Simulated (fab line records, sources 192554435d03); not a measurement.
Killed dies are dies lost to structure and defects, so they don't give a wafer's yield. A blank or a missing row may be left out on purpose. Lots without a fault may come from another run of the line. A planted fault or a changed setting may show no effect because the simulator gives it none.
A struck lot beside a sound one | flow n5_finfet | 36 steps out of a route of 1938
Sound: wafers L576.3, L576.5, L576.6. Struck: wafers L568.1, L568.2, L568.4. The cause comes at the end.
At each step with rows: each side's tool, then ch and its chambers, then its first start. Under that, the readings that differ: sound wafers | struck wafers | difference of the means | sigmas: that difference in standard deviations of wafers without a fault.
alike: readings whose means differ by less than 2 such deviations, and words and numbers that are the same on both sides. not compared: withheld readings, readings that some wafer has no value for, bounds like >300 that may hide the same value, and numbers for which the record gives no deviation and whose values overlap.
The two part at a step that has a row with sigmas, a row that says differs or no value, or rows on one side only. Numbers that don't overlap but have no deviation are shown without sigmas and don't part them. A reading that every wafer of one side lacks parts them only if that side has two wafers or more.

first, 9 steps without rows for these wafers: N5_PMOS_HMC_CHANNEL_EPI_EXPOSE_06 (exposes mask PMOS HMC BLK, target cd 240 nm); N5_PMOS_HMC_CHANNEL_EPI_PEB_07 (peb time 60 s); N5_PMOS_HMC_CHANNEL_EPI_DEVELOP_08 (develop time 30 s); N5_PMOS_HMC_CHANNEL_EPI_DESCUM_14 (chemistry O2, time 7.9 s); N5_PMOS_HMC_CHANNEL_EPI_ETCH_32 (etches BARC in N2/H2, stops on SiO2, target depth 85.8 nm, time 50.3 s); N5_PMOS_HMC_CHANNEL_EPI_HM_OPEN_15 (chemistry CHF3/O2, target SiO2, target depth 40.6 nm, time 20.3 s); N5_PMOS_HMC_CHANNEL_EPI_STRIP_33 (strips in N2/H2); N5_PMOS_HMC_CHANNEL_EPI_STRIP_17 (strips in SPM, time 750 s); N5_PMOS_HMC_CHANNEL_EPI_ETCH_38 (etches SiO2 in CF4, target depth 1.5 nm).
N5_PMOS_HMC_CHANNEL_EPI_FIN_RECESS_16: chemistry HBr/Cl2, target Si, target depth 54 nm, time 18 s.
  sound on rie_si-03 ch 1,2, day 7 05:48; struck on rie_si-05 ch 0,1,2, day 5 06:43
  reading                                          | sound             | struck           | difference | sigmas
  model.etch.depth_nm (nm)                         | 53.76 53.62 54.09 | 46.11 46.26 45.5 | -7.87      |
  model.PMOS_HMC_CHANNEL_EPI.feature_depth_nm (nm) | 53.76 53.62 54.09 | 46.11 46.26 45.5 | -7.87      |
  alike: drypump_motor_current_A, oes_product_au, throttle_valve_pct
  not compared: rf_hours_counter_h
then, 7 steps without rows for these wafers: N5_PMOS_HMC_CHANNEL_EPI_PRECLEAN_36 (cleans in O3/DIW, time 45 s); N5_PMOS_HMC_CHANNEL_EPI_PRECLEAN_18 (cleans in DHF, time 30 s); N5_PMOS_HMC_CHANNEL_EPI_SRD_19 (time 30 s); N5_PMOS_HMC_CHANNEL_EPI_EPI_20 (deposits SiGe30, target thk 59 nm); N5_PMOS_HMC_CHANNEL_EPI_HM_STRIP_35 (strips SiO2 in dHF, material SiO2, target depth 39.6 nm, time 216 s); N5_PMOS_HMC_CHANNEL_EPI_SRD_39 (time 30 s); N5_PMOS_HMC_CHANNEL_EPI_CMP_21 (polishes SiGe30, target thk 54 nm).
N5_PMOS_HMC_CHANNEL_EPI_THK_MEAS_22:
  sound on film_metro-01, day 7 08:01; struck on film_metro-01, day 5 08:59
  reading          | sound          | struck         | difference | sigmas
  HMC_CMP_THK (nm) | 53.6 53.6 53.9 | 46.1 46.3 45.5 | -7.7       | -10
then, 17 steps without rows for these wafers: N5_PMOS_HMC_CHANNEL_EPI_PRECLEAN_40 (cleans in DHF, time 30 s); N5_PMOS_HMC_CHANNEL_EPI_PRECLEAN_37 (cleans in O3/DIW, time 45 s); N5_PMOS_HMC_CHANNEL_EPI_PRECLEAN_24 (cleans in DHF, time 30 s); N5_PMOS_HMC_CHANNEL_EPI_SRD_25 (time 30 s); N5_PMOS_HMC_CHANNEL_EPI_EPI_26 (deposits Si from SiH4/H2, target thk 3.8 nm, time 22.7 s); N5_FIN_SAQP_PRECLEAN_42 (cleans in O3/DIW, time 60 s); N5_FIN_SAQP_PRECLEAN_00 (cleans in SC1, time 60 s); N5_FIN_SAQP_PRECLEAN_44 (cleans in SC2, time 45 s); N5_FIN_SAQP_SRD_01 (time 30 s); N5_FIN_SAQP_ALD_61 (deposits SiO2, target thk 4 nm, pulse time 1 s, purge time 2 s); N5_FIN_SAQP_DENSIFY_62 (time 60 s); N5_FIN_SAQP_HM_DEP_03 (deposits SiNx from SiH4/NH3/N2, target thk 38 nm, time 33.6 s); N5_FIN_SAQP_PECVD_47 (deposits a-Si from SiH4/He, target thk 45 nm, time 36.3 s); N5_FIN_SAQP_PECVD_48 (deposits SiNx from SiH4/NH3/N2, target thk 25 nm, time 22.1 s); N5_FIN_SAQP_PECVD_06 (deposits a-Si from SiH4/He, target thk 60 nm, time 48.1 s); N5_FIN_SAQP_HM_DEP_72 (deposits SiO2 from SiH4/N2O, target thk 12 nm, time 7.2 s); N5_FIN_SAQP_COAT_49 (time 60 s, resist thk 100 nm).
-- the record jumps here: 8 days lie between the struck wafers' starts before and after (it left off in module FIN_SAQP and takes up again in module BEOL_M4, whose first step shown is number 1111 of the route) --
N5_BEOL_M4_RC_MEAS_101:
  sound on prober-02 ch 0, day 15 18:47; struck on prober-02 ch 0, day 13 12:16
  reading | sound          | struck         | difference | sigmas
  CJ_P    | 6.00 5.74 5.81 | 6.38 6.38 6.41 | +0.54      | +3
  alike: DIBL_N, DIBL_P, IOFF_N, IOFF_P, ION_N, ION_P, SS_N, SS_P, VT_N, VT_P

WHERE THEY PART
First at N5_PMOS_HMC_CHANNEL_EPI_THK_MEAS_22; last, within this record, at N5_BEOL_M4_RC_MEAS_101.

WHY: what the simulator had put in
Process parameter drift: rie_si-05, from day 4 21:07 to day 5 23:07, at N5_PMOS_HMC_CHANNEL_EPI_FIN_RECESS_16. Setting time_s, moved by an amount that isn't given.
